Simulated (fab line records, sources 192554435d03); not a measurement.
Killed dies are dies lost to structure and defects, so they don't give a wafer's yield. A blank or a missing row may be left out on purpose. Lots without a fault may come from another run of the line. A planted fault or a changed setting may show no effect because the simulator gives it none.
Which tool did it? | flow n5_finfet | 9 lots, 27 wafers sampled, at 5 steps of a route of 1938

WHAT THE GAUGES READ, wafer by wafer
N5_BEOL_M4_RC_MEAS_101.
lot  | measured     | on        | DIBL_N (mV/V)  | DIBL_P (mV/V)  | IOFF_N (nA/um)    | IOFF_P (nA/um) | ION_N (uA/um) | ION_P (uA/um) | SS_N (mV/dec)  | SS_P (mV/dec)  | VT_N (mV)         | VT_P (mV)
L434 | day 9 01:08  | prober-01 | 37.5 38.1 38.2 | 36.8 38.0 38.0 | 0.167 0.175 0.187 | 0.23 0.25 0.26 | 666 671 680   | 457 462 468   | 71.6 71.3 72.5 | 74.2 73.7 74.3 | 248.8 248.0 248.9 | -249 -244 -246
L438 | day 9 16:22  | prober-02 | 36.9 37.0 35.6 | 37.9 38.1 36.5 | 0.179 0.182 0.160 | 0.22 0.22 0.20 | 673 688 697   | 463 466 464   | 71.6 71.7 70.8 | 74.8 73.9 74.3 | 245.1 246.4 248.8 | -251 -250 -253
L439 | day 9 23:01  | prober-01 | 35.5 38.1 35.7 | 36.1 38.4 36.6 | 0.146 0.192 0.154 | 0.20 0.24 0.21 | 666 687 680   | 453 462 468   | 71.3 71.6 70.6 | 73.2 73.6 73.5 | 252.9 246.5 246.8 | -253 -249 -251
L440 | day 10 08:52 | prober-01 | 39.4 35.7 37.3 | 38.9 35.8 36.8 | 0.212 0.142 0.167 | 0.32 0.25 0.27 | 686 662 666   | 472 470 473   | 71.8 70.8 72.1 | 74.2 73.1 73.3 | 244.7 251.3 248.1 | -242 -244 -246
L446 | day 11 22:40 | prober-02 | 34.6 34.3 36.5 | 35.7 35.6 38.5 | 0.129 0.123 0.157 | 0.19 0.19 0.22 | 658 671 670   | 457 467 464   | 71.6 71.3 71.7 | 72.6 72.8 72.6 | 253.8 253.7 250.7 | -253 -250 -250
L448 | day 12 02:19 | prober-02 | 33.4 36.1 36.3 | 33.8 36.6 36.6 | 0.116 0.158 0.153 | 0.16 0.20 0.19 | 656 679 669   | 456 457 459   | 70.8 71.7 71.2 | 72.8 73.6 73.0 | 254.8 248.3 251.0 | -256 -253 -253
L452 | day 13 19:29 | prober-01 | 33.9 34.3 34.3 | 34.1 34.0 33.9 | 0.123 0.123 0.128 | 0.21 0.20 0.21 | 676 665 663   | 477 459 467   | 71.4 71.0 71.2 | 72.4 73.1 72.2 | 255.8 254.4 256.5 | -246 -248 -247
L453 | day 13 16:11 | prober-01 | 38.4 35.0 35.9 | 42.3 37.9 38.6 | 0.213 0.145 0.164 | 0.29 0.21 0.23 | 685 680 682   | 470 470 471   | 72.8 70.8 71.5 | 74.2 72.1 72.9 | 246.6 248.1 250.8 | -245 -250 -249
L455 | day 14 04:17 | prober-01 | 36.0 34.9 35.7 | 37.1 35.2 36.3 | 0.169 0.145 0.164 | 0.22 0.19 0.22 | 669 662 672   | 465 456 462   | 71.8 71.6 71.7 | 73.4 73.5 73.8 | 249.5 252.3 250.3 | -250 -251 -248

WHICH TOOL RAN EACH LOT (tool, then ch and the chambers of the sampled wafers, then the start)
lot  | N5_SD_EPI_N_VAPOR_ETCH_50      | N5_SD_EPI_P_ETCH_36               | N5_SD_EPI_P_ETCH_47               | N5_SD_EPI_P_SD_RECESS_17
L434 | epi_rpcvd-03 ch 0, day 3 06:32 | rie_diel-06 ch 0,1,2, day 3 09:46 | rie_diel-06 ch 0,1,2, day 3 10:15 | rie_si-02 ch 1,2,3, day 3 10:25
L438 | epi_rpcvd-01 ch 0, day 4 07:16 | rie_diel-02 ch 1,2,3, day 4 10:14 | rie_diel-02 ch 1,2,3, day 4 10:43 | rie_si-02 ch 0,2,3, day 4 10:53
L439 | epi_rpcvd-04 ch 0, day 4 14:40 | rie_diel-05 ch 0,3, day 4 18:07   | rie_diel-05 ch 0,3, day 4 18:35   | rie_si-05 ch 0,3, day 4 18:46
L440 | epi_rpcvd-04 ch 0, day 4 20:27 | rie_diel-05 ch 0,2, day 5 00:32   | rie_diel-05 ch 0,2, day 5 01:01   | rie_si-04 ch 1,2, day 5 01:11
L446 | epi_rpcvd-01 ch 0, day 6 08:36 | rie_diel-05 ch 0,1,2, day 6 12:18 | rie_diel-05 ch 0,1,2, day 6 12:47 | rie_si-05 ch 0,2,3, day 6 12:57
L448 | epi_rpcvd-01 ch 0, day 6 21:50 | rie_diel-05 ch 0,1,3, day 7 01:26 | rie_diel-05 ch 0,1,3, day 7 01:55 | rie_si-04 ch 0,2,3, day 7 02:05
L452 | epi_rpcvd-04 ch 0, day 7 23:58 | rie_diel-02 ch 0,1,3, day 8 02:47 | rie_diel-02 ch 0,1,3, day 8 03:16 | rie_si-05 ch 1,3, day 8 03:26
L453 | epi_rpcvd-03 ch 0, day 8 02:52 | rie_diel-06 ch 0,2, day 8 05:50   | rie_diel-06 ch 0,2, day 8 06:19   | rie_si-05 ch 2,3, day 8 06:30
L455 | epi_rpcvd-04 ch 0, day 8 14:19 | rie_diel-06 ch 0,2, day 8 18:02   | rie_diel-06 ch 0,2, day 8 18:31   | rie_si-05 ch 0,1,2, day 8 18:41
- N5_SD_EPI_N_VAPOR_ETCH_50: etches Si in HCl, time 54 s.
- N5_SD_EPI_P_ETCH_36: etches SiARC in CF4, target depth 45.5 nm, time 75.8 s.
- N5_SD_EPI_P_ETCH_47: etches SiOCN in CH3F/O2, target depth 25 nm.
- N5_SD_EPI_P_SD_RECESS_17: chemistry HBr/Cl2/O2, target depth 39.1 nm, bt time 3 s.

WHAT THE TOOLS THEMSELVES READ (means of the sampled wafers that have a number; where no wafer has one, the mark that the record gives instead)
N5_SD_EPI_N_VAPOR_ETCH_50.
lot  | tool         | throttle_valve_pct (%)
L434 | epi_rpcvd-03 | 11.67
L438 | epi_rpcvd-01 | 11.88
L439 | epi_rpcvd-04 | 11.87
L440 | epi_rpcvd-04 | 11.87
L446 | epi_rpcvd-01 | 11.76
L448 | epi_rpcvd-01 | 11.95
L452 | epi_rpcvd-04 | 11.80
L453 | epi_rpcvd-03 | 11.63
L455 | epi_rpcvd-04 | 11.77

N5_SD_EPI_P_ETCH_36.
lot  | tool        | drypump_motor_current_A (A) | etch_rf_on_time_s (s) | oes_product_au (a.u.) | rf_vpp_V (V) | showerhead_plenum_p_Torr (Torr) | throttle_valve_pct (%)
L434 | rie_diel-06 | 5.8                         | 75.4                  | 0.69                  | 183.2        | 2.11                            | 15.80
L438 | rie_diel-02 | 5.8                         | 74.9                  | 0.69                  | 183.7        | 2.16                            | 15.66
L439 | rie_diel-05 | 6.0                         | 74.7                  | 0.62                  | 184.2        | 2.14                            | 15.67
L440 | rie_diel-05 | 6.1                         | 74.7                  | 0.64                  | 184.9        | 2.17                            | 15.53
L446 | rie_diel-05 | 5.8                         | 58.7                  | 0.79                  | 184.0        | 2.16                            | 15.53
L448 | rie_diel-05 | 5.6                         | 67.0                  | 0.80                  | 183.9        | 2.12                            | 15.49
L452 | rie_diel-02 | 5.7                         | 75.4                  | 0.64                  | 184.8        | 2.20                            | 15.78
L453 | rie_diel-06 | 5.8                         | 76.4                  | 0.68                  | 184.7        | 2.18                            | 15.75
L455 | rie_diel-06 | 5.8                         | 75.5                  | 0.65                  | 183.3        | 2.11                            | 15.85

N5_SD_EPI_P_ETCH_47.
lot  | tool        | drypump_motor_current_A (A) | oes_product_au (a.u.) | rf_vpp_V (V) | showerhead_plenum_p_Torr (Torr) | throttle_valve_pct (%)
L434 | rie_diel-06 | 5.8                         | 0.81                  | 127.3        | 1.97                            | 16.50
L438 | rie_diel-02 | 5.8                         | 0.81                  | 127.9        | 2.02                            | 16.35
L439 | rie_diel-05 | 5.9                         | 0.73                  | 127.7        | 2.00                            | 16.39
L440 | rie_diel-05 | 6.1                         | 0.74                  | 127.1        | 2.03                            | 16.26
L446 | rie_diel-05 | 5.8                         | 0.80                  | 126.5        | 2.01                            | 16.24
L448 | rie_diel-05 | 5.6                         | 0.88                  | 126.6        | 1.98                            | 16.22
L452 | rie_diel-02 | 5.7                         | 0.75                  | 128.2        | 2.05                            | 16.46
L453 | rie_diel-06 | 5.8                         | 0.79                  | 126.8        | 2.04                            | 16.45
L455 | rie_diel-06 | 5.8                         | 0.75                  | 125.8        | 1.97                            | 16.56

N5_SD_EPI_P_SD_RECESS_17.
lot  | tool      | drypump_motor_current_A (A) | oes_product_au (a.u.) | throttle_valve_pct (%)
L434 | rie_si-02 | 6.2                         | 0.988                 | 36.90
L438 | rie_si-02 | 5.7                         | 0.990                 | 36.99
L439 | rie_si-05 | 6.1                         | 0.988                 | 36.64
L440 | rie_si-04 | 6.1                         | 1.004                 | 36.77
L446 | rie_si-05 | 5.7                         | 1.000                 | 36.64
L448 | rie_si-04 | 5.8                         | 1.001                 | 37.11
L452 | rie_si-05 | 5.9                         | 0.998                 | 36.58
L453 | rie_si-05 | 5.7                         | 0.992                 | 36.60
L455 | rie_si-05 | 5.5                         | 0.997                 | 36.69

THE ANSWER, worked out from the rows above alone
Rule: what is usual is taken from the lots themselves. Put in order of their means at a reading, lots are off if they are a third of the lots or fewer, leave a main group of 4 or more, and stand apart from it by a gap of 3 or more times the standard deviation of the main group's means; of several such gaps the widest counts. A main group whose means are all the same, to the digits that the tables above print for the reading, isn't used. A lot without any number at a reading at which 4 lots or more have one is off too. The other lots that the step has rows for count as sound. The gauges are gone through in route order, then the tools' own readings, and for those a lot's mean is taken as printed above. The first step at which some lot is off is used, and at that step the reading that is off furthest; a lot without a number counts as furthest.
Off: L446, L448, at N5_SD_EPI_P_ETCH_36 (etch_rf_on_time_s). The main group: mean 75.3 s, standard deviation 0.55.
A tool fits if, at that step or a process step before it, it ran every lot that is off, and no sound lot after the first of them. Can't be told from this: 2 tools fit, epi_rpcvd-01 at N5_SD_EPI_N_VAPOR_ETCH_50, rie_diel-05 at N5_SD_EPI_P_ETCH_36.

WHAT THE SIMULATOR HAD PUT IN
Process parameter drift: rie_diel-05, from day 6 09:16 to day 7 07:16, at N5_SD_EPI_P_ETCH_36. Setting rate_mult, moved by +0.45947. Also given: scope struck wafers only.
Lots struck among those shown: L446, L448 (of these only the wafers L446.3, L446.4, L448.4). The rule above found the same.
